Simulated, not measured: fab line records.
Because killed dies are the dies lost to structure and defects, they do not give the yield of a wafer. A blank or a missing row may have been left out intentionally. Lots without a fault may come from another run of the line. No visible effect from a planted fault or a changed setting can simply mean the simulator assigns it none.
Matching of chambers / flow n5_finfet / uv_cure-01 running N5_BEOL_M5_CURE_80: 3 sister chambers
The step cures SiCOH lowk, time 120 s. 18 wafers are shown with their chamber, then 9 later ones without.

## WAFERS, EACH WITH ITS CHAMBER
wafer=L077.1; chamber=0; wafer_temp_C_max=371.6; lamp_power_pct (%)=52.33
wafer=L077.3; chamber=0; wafer_temp_C_max=371.6; lamp_power_pct (%)=52.40
wafer=L077.5; chamber=0; wafer_temp_C_max=372.0; lamp_power_pct (%)=52.29
wafer=L076.1; chamber=1; wafer_temp_C_max=372.2; lamp_power_pct (%)=52.29
wafer=L076.3; chamber=1; wafer_temp_C_max=371.5; lamp_power_pct (%)=52.35
wafer=L076.6; chamber=1; wafer_temp_C_max=372.5; lamp_power_pct (%)=52.29
wafer=L078.2; chamber=2; wafer_temp_C_max=373.0; lamp_power_pct (%)=52.32
wafer=L078.4; chamber=2; wafer_temp_C_max=372.4; lamp_power_pct (%)=52.36
wafer=L078.5; chamber=2; wafer_temp_C_max=372.3; lamp_power_pct (%)=52.22
wafer=L081.2; chamber=2; wafer_temp_C_max=372.0; lamp_power_pct (%)=52.39
wafer=L081.4; chamber=2; wafer_temp_C_max=372.2; lamp_power_pct (%)=52.41
wafer=L081.5; chamber=2; wafer_temp_C_max=372.3; lamp_power_pct (%)=52.35
wafer=L088.2; chamber=1; wafer_temp_C_max=371.2; lamp_power_pct (%)=52.40
wafer=L088.3; chamber=1; wafer_temp_C_max=371.3; lamp_power_pct (%)=52.32
wafer=L088.5; chamber=1; wafer_temp_C_max=370.6; lamp_power_pct (%)=52.36
wafer=L089.2; chamber=2; wafer_temp_C_max=373.4; lamp_power_pct (%)=52.39
wafer=L089.4; chamber=2; wafer_temp_C_max=372.1; lamp_power_pct (%)=52.29
wafer=L089.6; chamber=2; wafer_temp_C_max=372.2; lamp_power_pct (%)=52.30

SIGNATURES (means of the wafers above)
reading=wafer_temp_C_max; chamber 0=371.733; chamber 1=371.550; chamber 2=372.433; scatter within a chamber=0.531
reading=lamp_power_pct; chamber 0=52.3400; chamber 1=52.3350; chamber 2=52.3367; scatter within a chamber=0.0546
Rule: for a wafer and a chamber, the distance is found by dividing, reading by reading, the gap between the wafer's reading and the chamber's mean by the reading's scatter, squaring, summing and taking the root. The wafer belongs to the nearest chamber; if the next one is less than 2 further off, it can't be placed. The scatter: the root of (the sum of the squares of (reading less its chamber's mean) over the shown wafers, divided by (wafers less chambers)).

## WAFERS WHOSE CHAMBER IS MISSING
wafer=L091.2; wafer_temp_C_max=371.3; lamp_power_pct (%)=52.37
wafer=L091.4; wafer_temp_C_max=372.3; lamp_power_pct (%)=52.30
wafer=L091.6; wafer_temp_C_max=371.0; lamp_power_pct (%)=52.27
wafer=L092.2; wafer_temp_C_max=372.4; lamp_power_pct (%)=52.27
wafer=L092.5; wafer_temp_C_max=372.0; lamp_power_pct (%)=52.40
wafer=L092.6; wafer_temp_C_max=373.0; lamp_power_pct (%)=52.35
wafer=L096.1; wafer_temp_C_max=371.5; lamp_power_pct (%)=52.37
wafer=L096.2; wafer_temp_C_max=371.9; lamp_power_pct (%)=52.22
wafer=L096.3; wafer_temp_C_max=371.5; lamp_power_pct (%)=52.36

## EACH ONE'S CHAMBER
wafer=L091.2; from the rows above=can't be placed: 1 or 0 or 2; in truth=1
wafer=L091.4; from the rows above=can't be placed: 2 or 0 or 1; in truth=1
wafer=L091.6; from the rows above=can't be placed: 1 or 0 or 2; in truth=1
wafer=L092.2; from the rows above=can't be placed: 2 or 0 or 1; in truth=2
wafer=L092.5; from the rows above=can't be placed: 0 or 2 or 1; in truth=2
wafer=L092.6; from the rows above=can't be placed: 2 or 0 or 1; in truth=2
wafer=L096.1; from the rows above=can't be placed: 1 or 0 or 2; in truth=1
wafer=L096.2; from the rows above=can't be placed: 1 or 0 or 2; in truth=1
wafer=L096.3; from the rows above=can't be placed: 1 or 0 or 2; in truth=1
Placed correctly: 0 of 9. Unplaceable from these rows: 9, with the true chamber sitting among the candidates in 9. Number placed wrongly: 0.
